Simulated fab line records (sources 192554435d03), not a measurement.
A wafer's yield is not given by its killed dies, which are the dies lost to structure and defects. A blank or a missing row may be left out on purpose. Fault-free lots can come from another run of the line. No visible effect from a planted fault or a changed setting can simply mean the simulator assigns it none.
fab line records	flow n5Finfet
[record] lots = 9	wafers = 27	lastDay = 18
route steps=1938 shown PMOS_HMC_CHANNEL_EPI@67 FIN_SAQP@102 FIN_CUT@165 BEOL_M4@1111 PASSIVATION@1936
lots with no fault: from the same line, run without faults
startH: start of the lot's first displayed wafer, in hours after the record's first day	waitH: hours since the lot's step before	" identical to the entry in the row above	L1.1+2: a row that stands for several wafers	- no value, or no start given	* or withheld: withheld	< > ~ a bound
route shown NAME@n: names a module that has steps shown in the file, with the first one's number in the route	usual: mean/standard deviation taken from wafers without a fault	same: alike in all rows	chamber/n: place in a boat	sites: the reading at each site	_std_site: the values' standard deviation	_edge_site: mean of outer sites minus mean of inner sites	radiusMm: for every site, how far away it sits from the centre of the wafer	mask NAME#n: copy n	behind: tool/chamber where the wafer was last shaped	hold: cause of the lot's hold/its duration in hours/its outcome	device: the transistor (n, p or np) that didn't switch	end of line: the route-end tests of the same wafers	a step given without rows: its recipe and nothing more	killed: count of dies lost to structure and defects at first sort (not the wafer's yield)	map: per-die view of a wafer (x killed, . not killed, _ where there is no die)
set.NAME: the setting as run; set.NAME@STEP: as run at that earlier step	model.NAME: the simulator's own value behind a step, which no gauge read
route steps across a sampled set of lots; one table per step, one row per wafer
services: the hour from which a tool's chamber was out of use, counted from the record's first day as startH (under 0 if before that day), plus the number of hours and why
[[steps]]
[step N5_PMOS_HMC_CHANNEL_EPI_INSPECT_11]
[recipe] mode = adi	inspectInstrument = macro
[usual] rawDefectCount = 2.4/1.4
lot.wafer	tool	chamber	startH	waitH	rawDefectCount
L340.1	defectInspect-02	-	17.35	0.0	1
L340.4	"	-	"	"	5
L340.5	"	-	"	"	3
L341.3	defectInspect-01	-	23.62	0.0	2
L341.5	"	-	"	"	1
L341.6	"	-	"	"	1
L343.1	defectInspect-01	-	35.58	0.0	1
L343.5	"	-	"	"	2
L343.6	"	-	"	"	2
L356.1	defectInspect-02	-	113.32	0.0	5
L356.4	"	-	"	"	0
L356.5	"	-	"	"	2
L358.1	defectInspect-02	-	125.31	0.0	2
L358.4	"	-	"	"	3
L358.5	"	-	"	"	3
L359.1	defectInspect-02	-	132.32	0.0	2
L359.4	"	-	"	"	3
L359.6	"	-	"	"	2
L360.1	defectInspect-02	-	137.23	0.0	2
L360.5	"	-	"	"	4
L360.6	"	-	"	"	5
L362.1	defectInspect-02	-	150.57	0.0	2
L362.3	"	-	"	"	0
L362.5	"	-	"	"	2
L363.2	defectInspect-01	-	155.72	0.0	4
L363.4	"	-	"	"	3
L363.6	"	-	"	"	3
[step N5_PMOS_HMC_CHANNEL_EPI_CMP_21]
[recipe] material = SiGe30	postCmpClean = alkalineBrush	targetThkNm = 54
[usual] edgeZonePressureFrac = 1.000/0.0046	motorCurrentA = 11.7/1.5
lot.wafer	tool	chamber	startH	waitH	edgeZonePressureFrac	motorCurrentA
L340.1	cmp-02	2	19.48	0.0	1.000	13.2
L340.4	"	1	"	"	0.995	13.7
L340.5	"	3	"	"	0.997	11.4
L341.3	cmp-01	0	25.69	0.1	0.997	9.3
L341.5	"	2	"	"	0.999	12.2
L341.6	"	3	"	"	1.001	13.6
L343.1	cmp-04	3	37.64	0.0	0.996	10.4
L343.6	"	3	"	"	0.999	10.8
L343.5	"	0	"	"	1.001	12.8
L356.4	cmp-02	0	115.51	0.2	1.006	10.1
L356.1	"	2	"	"	1.013	13.9
L356.5	"	0	"	"	0.996	11.0
L358.4	cmp-02	3	127.94	0.1	0.997	11.0
L358.1	"	0	"	"	1.001	10.2
L358.5	"	1	"	"	1.003	14.1
L359.1	cmp-01	3	134.49	0.0	0.992	12.8
L359.4	"	0	"	"	0.998	9.8
L359.6	"	0	"	"	0.997	9.6
L360.1	cmp-04	3	139.89	0.1	1.007	9.7
L360.6	"	1	"	"	1.005	10.8
L360.5	"	2	"	"	0.997	10.1
L362.1	cmp-04	3	152.97	0.0	0.996	10.2
L362.3	"	2	"	"	0.991	10.4
L362.5	"	0	"	"	1.000	13.3
L363.4	cmp-01	2	157.76	0.1	1.005	11.4
L363.2	"	3	"	"	1.000	13.1
L363.6	"	2	"	"	0.999	11.9
[step N5_PMOS_HMC_CHANNEL_EPI_PRECLEAN_37]
[recipe] chemistry = O3/DIW	timeS = 45	tempC = 22	o3Ppm = 10
lot.wafer	tool	chamber	startH	waitH
L340.1+4+5	wetBench-04	6,0,1	19.81	0.0
L341.3+5+6	wetBench-02	4,6,3	25.95	0.0
L343.1+5+6	wetBench-04	3,6,5	37.98	0.0
L356.1+4+5	wetBench-04	6,7,4	115.80	0.0
L358.1+4+5	wetBench-04	3,0,1	128.19	0.0
L359.1+4+6	wetBench-04	0,3,7	134.83	0.0
L360.1+5+6	wetBench-02	3,6,1	140.15	0.0
L362.1+3+5	wetBench-02	5,0,4	153.31	0.0
L363.2+4+6	wetBench-04	6,0,1	158.06	0.0
[step N5_PMOS_HMC_CHANNEL_EPI_INSPECT_30]
[recipe] inspectInstrument = darkfield	mode = postEpi
[usual] rawDefectCount = 19/8.1
lot.wafer	tool	chamber	startH	waitH	rawDefectCount
L340.1	defectInspect-02	-	20.25	0.0	25
L340.4	"	-	"	"	19
L340.5	"	-	"	"	13
L341.3	defectInspect-02	-	26.39	0.0	11
L341.5	"	-	"	"	44
L341.6	"	-	"	"	23
L343.1	defectInspect-01	-	38.42	0.0	21
L343.5	"	-	"	"	29
L343.6	"	-	"	"	360
L356.1	defectInspect-01	-	116.25	0.0	10
L356.4	"	-	"	"	27
L356.5	"	-	"	"	23
L358.1	defectInspect-01	-	128.63	0.0	25
L358.4	"	-	"	"	18
L358.5	"	-	"	"	17
L359.1	defectInspect-02	-	135.27	0.0	17
L359.4	"	-	"	"	13
L359.6	"	-	"	"	4
L360.1	defectInspect-01	-	140.59	0.0	20
L360.5	"	-	"	"	23
L360.6	"	-	"	"	16
L362.1	defectInspect-01	-	153.75	0.0	23
L362.3	"	-	"	"	16
L362.5	"	-	"	"	15
L363.2	defectInspect-01	-	158.51	0.0	16
L363.4	"	-	"	"	20
L363.6	"	-	"	"	11
[step N5_FIN_SAQP_HM_DEP_72]
[recipe] material = SiO2	targetThkA = 120	tempC = 400	precursor = SiH4/N2O	pressureTorr = 0.75	rfW = 275	timeS = 7.2
[usual] heaterPowerW = 720/91	showerheadPlenumPTorr = 8.15/0.2
lot.wafer	tool	chamber	startH	waitH	heaterPowerW	showerheadPlenumPTorr
L340.1	pecvd-04	1	22.29	0.0	599	8.17
L340.4	"	1	"	"	604	8.19
L340.5	"	0	"	"	610	7.63
L341.3	pecvd-03	0	27.57	0.0	781	8.29
L341.5	"	1	"	"	678	8.16
L341.6	"	2	"	"	711	8.20
L343.1	pecvd-04	1	39.91	0.0	675	8.18
L343.5	"	0	"	"	702	7.62
L343.6	"	1	"	"	687	8.17
L356.1	pecvd-03	2	117.12	0.0	687	8.18
L356.4	"	2	"	"	678	8.18
L356.5	"	0	"	"	753	8.29
L358.1	pecvd-01	2	129.57	0.0	761	8.21
L358.4	"	0	"	"	770	8.36
L358.5	"	1	"	"	852	8.11
L359.1	pecvd-04	2	136.24	0.0	613	8.12
L359.4	"	1	"	"	692	8.17
L359.6	"	2	"	"	616	8.12
L360.1	pecvd-03	1	141.48	0.0	752	8.16
L360.5	"	2	"	"	622	8.17
L360.6	"	0	"	"	818	8.30
L362.1	pecvd-03	0	154.62	0.0	806	8.31
L362.3	"	2	"	"	640	8.20
L362.5	"	1	"	"	733	8.17
L363.2	pecvd-04	2	159.45	0.0	542	8.12
L363.4	"	2	"	"	565	8.13
L363.6	"	0	"	"	655	7.63
[step N5_FIN_SAQP_INSPECT_40]
[recipe] inspectInstrument = brightfield	mode = aei
[usual] rawDefectCount = 236/69
lot.wafer	tool	chamber	startH	waitH	rawDefectCount
L340.1	defectInspect-01	-	30.48	0.0	215
L340.4	"	-	"	"	175
L340.5	"	-	"	"	211
L341.3	defectInspect-02	-	33.33	0.0	200
L341.5	"	-	"	"	152
L341.6	"	-	"	"	187
L343.1	defectInspect-02	-	51.99	0.0	199
L343.5	"	-	"	"	205
L343.6	"	-	"	"	594
L356.1	defectInspect-02	-	122.24	0.0	192
L356.4	"	-	"	"	244
L356.5	"	-	"	"	214
L358.1	defectInspect-02	-	135.03	0.0	249
L358.4	"	-	"	"	308
L358.5	"	-	"	"	283
L359.1	defectInspect-01	-	141.46	0.0	213
L359.4	"	-	"	"	197
L359.6	"	-	"	"	287
L360.1	defectInspect-01	-	146.35	0.0	149
L360.5	"	-	"	"	125
L360.6	"	-	"	"	191
L362.1	defectInspect-01	-	159.54	0.0	215
L362.3	"	-	"	"	180
L362.5	"	-	"	"	199
L363.2	defectInspect-01	-	164.17	0.0	144
L363.4	"	-	"	"	163
L363.6	"	-	"	"	230
[step N5_FIN_CUT_INSPECT_10]
[recipe] mode = adi	inspectInstrument = brightfield
[usual] rawDefectCount = 42/10
lot.wafer	tool	chamber	startH	waitH	rawDefectCount
L340.1	defectInspect-02	-	30.99	0.1	54
L340.4	"	-	"	"	29
L340.5	"	-	"	"	32
L341.3	defectInspect-01	-	33.72	0.0	36
L341.5	"	-	"	"	35
L341.6	"	-	"	"	32
L343.1	defectInspect-01	-	52.51	0.1	45
L343.5	"	-	"	"	33
L343.6	"	-	"	"	393
L356.1	defectInspect-01	-	122.76	0.1	35
L356.4	"	-	"	"	43
L356.5	"	-	"	"	41
L358.1	defectInspect-02	-	135.55	0.1	54
L358.4	"	-	"	"	50
L358.5	"	-	"	"	40
L359.1	defectInspect-01	-	141.98	0.1	45
L359.4	"	-	"	"	33
L359.6	"	-	"	"	40
L360.1	defectInspect-02	-	146.75	0.1	42
L360.5	"	-	"	"	44
L360.6	"	-	"	"	44
L362.1	defectInspect-01	-	160.06	0.1	46
L362.3	"	-	"	"	35
L362.5	"	-	"	"	39
L363.2	defectInspect-02	-	164.56	0.0	31
L363.4	"	-	"	"	31
L363.6	"	-	"	"	34
[step N5_BEOL_M4_RC_MEAS_101]
[usual] DIBL_N = 36.3/1.2	DIBL_P = 36.3/1.4	IOFF_N = 0.157/0.02	IOFF_P = 0.22/0.033	ION_N = 675/9.6	ION_P = 465/8.2	SS_N = 71.4/0.45	SS_P = 73.3/0.54	VT_N = 249.8/2.5	VT_P = -249/3.2
lot.wafer	tool	chamber	startH	waitH	DIBL_N[mV/V]	DIBL_P[mV/V]	IOFF_N[nA/um]	IOFF_P[nA/um]	ION_N[uA/um]	ION_P[uA/um]	SS_N[mV/dec]	SS_P[mV/dec]	VT_N[mV]	VT_P[mV]
L340.1	prober-01	0	170.35	0.0	37.2	38.5	0.169	0.23	681	466	71.4	72.8	246.2	-249
L340.4	"	0	"	"	36.6	37.3	0.150	0.21	676	467	71.6	72.7	249.8	-251
L340.5	"	0	"	"	35.3	36.4	0.137	0.20	661	457	71.5	73.0	251.9	-252
L341.3	prober-02	0	203.36	0.3	36.7	37.4	0.161	0.24	684	475	72.0	73.4	247.5	-247
L341.5	"	0	"	"	37.9	38.7	0.190	0.26	687	467	71.9	74.0	248.9	-249
L341.6	"	0	"	"	36.8	37.3	0.162	0.23	678	468	71.4	74.3	249.6	-249
L343.1	prober-01	0	215.64	0.0	36.5	35.2	0.145	0.20	677	465	71.7	73.1	253.5	-251
L343.5	"	0	"	"	37.5	37.4	0.176	0.24	690	477	71.7	73.4	246.0	-247
L343.6	"	0	"	"	36.6	34.6	0.138	0.19	674	460	71.2	73.4	252.7	-251
L356.1	prober-02	0	274.00	0.0	36.0	35.9	0.160	0.20	683	463	71.2	73.4	249.9	-250
L356.4	"	0	"	"	36.0	36.1	0.152	0.20	672	461	71.7	72.8	249.2	-252
L356.5	"	0	"	"	36.0	36.1	0.159	0.20	685	463	71.2	72.5	248.5	-251
L358.1	prober-01	0	299.75	0.0	35.0	33.2	0.123	0.15	654	443	70.7	73.8	256.3	-256
L358.4	"	0	"	"	35.9	34.8	0.141	0.17	665	450	71.5	73.9	254.5	-258
L358.5	"	0	"	"	35.8	34.6	0.130	0.17	650	442	71.2	73.9	257.1	-256
L359.1	prober-02	0	300.57	0.2	35.0	35.5	0.126	0.18	653	459	70.5	72.8	254.0	-251
L359.4	"	0	"	"	35.4	36.4	0.127	0.19	661	460	71.3	73.2	254.7	-251
L359.6	"	0	"	"	34.6	35.6	0.115	0.18	658	459	70.8	73.1	254.7	-252
L362.1	prober-01	0	307.20	0.0	35.7	36.1	0.147	0.25	673	469	71.2	73.3	249.2	-246
L362.3	"	0	"	"	37.4	37.9	0.182	0.28	675	473	71.5	74.0	246.1	-245
L362.5	"	0	"	"	36.5	36.6	0.170	0.26	667	464	71.8	73.9	247.4	-246
L360.1	prober-02	0	308.98	0.0	38.3	38.4	0.206	0.26	675	463	72.1	74.6	247.8	-247
L360.5	"	0	"	"	37.7	38.6	0.195	0.26	675	467	72.2	73.5	247.5	-249
L360.6	"	0	"	"	38.1	38.6	0.199	0.26	692	474	71.5	73.9	244.4	-245
L363.2	prober-02	0	331.82	0.2	38.2	39.2	0.187	0.29	688	471	71.6	74.1	249.0	-242
L363.4	"	0	"	"	34.8	34.9	0.119	0.20	665	470	70.4	72.6	251.8	-248
L363.6	"	0	"	"	39.5	40.7	0.208	0.34	685	478	71.7	74.1	247.2	-243
[step N5_PASSIVATION_PROBE_49]
[usual] defectLimitedYield = 91.1/1.4	killed_at_M0_to_M3 = 33/10	killed_at_M4_up = 15/5.8	killedAtContacts = 13/5.9	killedAtFrontEnd = 39/11	killedAtOther = 4/3.6	killedDies = 105/16	killedOpen = 68/11	killedShort = 34/7.8	sort_bin_5_function = 5.2/0.88	sort_bin_6_memory = 3.3/0.61	sortNPass = 1075/16	sortYieldPct = 91.1/1.4
[same] grossDies = 1180	killedAtBackSide = 0	sort_bin_4_leakage[%] = 0	sort_bin_8_speed[%] = 0
lot.wafer	tool	chamber	startH	waitH	defectLimitedYield[%]	killed_at_M0_to_M3	killed_at_M4_up	killedAtContacts	killedAtFrontEnd	killedAtOther	killedDies	killedOpen	killedShort	sort_bin_5_function[%]	sort_bin_6_memory[%]	sortNPass	sortYieldPct[%]
L343.1	prober-01	-	311.08	0.0	89.7	57	18	5	35	6	121	78	35	6.4	3.1	1059	89.7
L343.5	prober-01	-	311.28	0.2	91.3	37	17	7	39	3	103	67	32	4.9	3.6	1077	91.3
L343.6	prober-01	-	311.33	0.3	82.8	28	11	20	144	0	203	75	21	10.7	4.9	977	82.8
// killed by level:class
L343.1 BEOL_M2:geometricParticle:open=15 BEOL_M0_SAQP:geometricParticle:open=14 STI_FIN_REVEAL:geometricParticle:open=9 BEOL_M0_SAQP:geometricParticle:short=9 FIN_SAQP:geometricParticle:open=6 BEOL_M1:geometricParticle:open=5 BEOL_M5:geometricParticle:open=5 DUMMY_GATE:geometricParticle:open=4
L343.5 STI_FIN_REVEAL:geometricParticle:open=14 BEOL_M0_SAQP:geometricParticle:open=9 BEOL_M1:geometricParticle:open=8 STI_FIN_REVEAL:geometricParticle:short=7 MOL_CONTACT_COAG:geometricParticle:open=6 BEOL_M0_SAQP:geometricParticle:short=6 BEOL_M4:geometricParticle:open=6 FIN_SAQP:geometricParticle:open=5
L343.6 PMOS_HMC_CHANNEL_EPI:unspecified=106 STI_FIN_REVEAL:geometricParticle:open=20 MOL_CONTACT_COAG:geometricParticle:open=16 FIN_SAQP:geometricParticle:open=6 BEOL_M1:geometricParticle:open=6 BEOL_M0_SAQP:geometricParticle:open=5 FIN_SAQP:geometricParticle:short=4 MOL_CONTACT_COAG:geometricParticle:short=4
[[services]]
tool	chamber	startH	hours	kind
pecvd-01	1	-2.29	2.1	scheduledDown
cmp-02	-	8.45	2.0	repair
pecvd-01	1	17.59	13.1	repair
cmp-01	-	29.18	3.8	repair
pecvd-01	2	30.68	-	clean
pecvd-01	2	30.68	-	consumableReplace:showerhead
pecvd-01	2	30.68	29.0	scheduledDown
pecvd-01	2	30.68	29.0	ventCycle
pecvd-01	-	32.79	1.6	repair
cmp-04	-	33.04	4.4	pm
cmp-01	-	33.49	3.7	pm
cmp-02	-	37.28	5.3	pm
pecvd-04	-	49.91	14.6	pm
pecvd-03	1	73.19	2.1	scheduledDown
cmp-01	-	79.11	4.0	pm
cmp-01	-	83.11	-	consumableReplace:conditioner
cmp-01	-	83.11	-	consumableReplace:pad
pecvd-01	1	86.23	11.2	repair
pecvd-04	2	90.23	2.1	scheduledDown
cmp-04	-	108.90	1.5	repair
cmp-01	-	122.73	1.6	repair
cmp-01	-	132.47	1.0	repair
pecvd-01	0	148.21	20.6	repair
cmp-01	-	151.87	0.2	repair
[[key]]
[firstSign] step = N5_PMOS_HMC_CHANNEL_EPI_INSPECT_30	reading = rawDefectCount	direction = up	sigmas = 42	usual = 19	struck = 360
[effect] step = N5_FIN_SAQP_INSPECT_40	reading = rawDefectCount	direction = up	sigmas = 5.2	usual = 236	struck = 594
[effect] step = N5_FIN_CUT_INSPECT_10	reading = rawDefectCount	direction = up	sigmas = 35	usual = 42	struck = 393
[effect] step = N5_PASSIVATION_PROBE_49	reading = killedAtFrontEnd	direction = up	sigmas = 9.6	usual = 39	struck = 144
[moreKillsBornAt] N5_PMOS_HMC_CHANNEL_EPI_PRECLEAN_37@wetBench-04 = 106
metAt N5_PMOS_HMC_CHANNEL_EPI_PRECLEAN_37
struckLots L343
struckWafers L343.6
notActingAt N5_PMOS_HMC_CHANNEL_EPI_INSPECT_11,N5_PMOS_HMC_CHANNEL_EPI_CMP_21,N5_FIN_SAQP_HM_DEP_72
[fault] kind = chamberParticleSource	tool = wetBench-04	chamber = 5	onsetH = 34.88	steps = N5_PMOS_HMC_CHANNEL_EPI_PRECLEAN_37	ratePerVisitCm2 = 0.51223	endH = 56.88
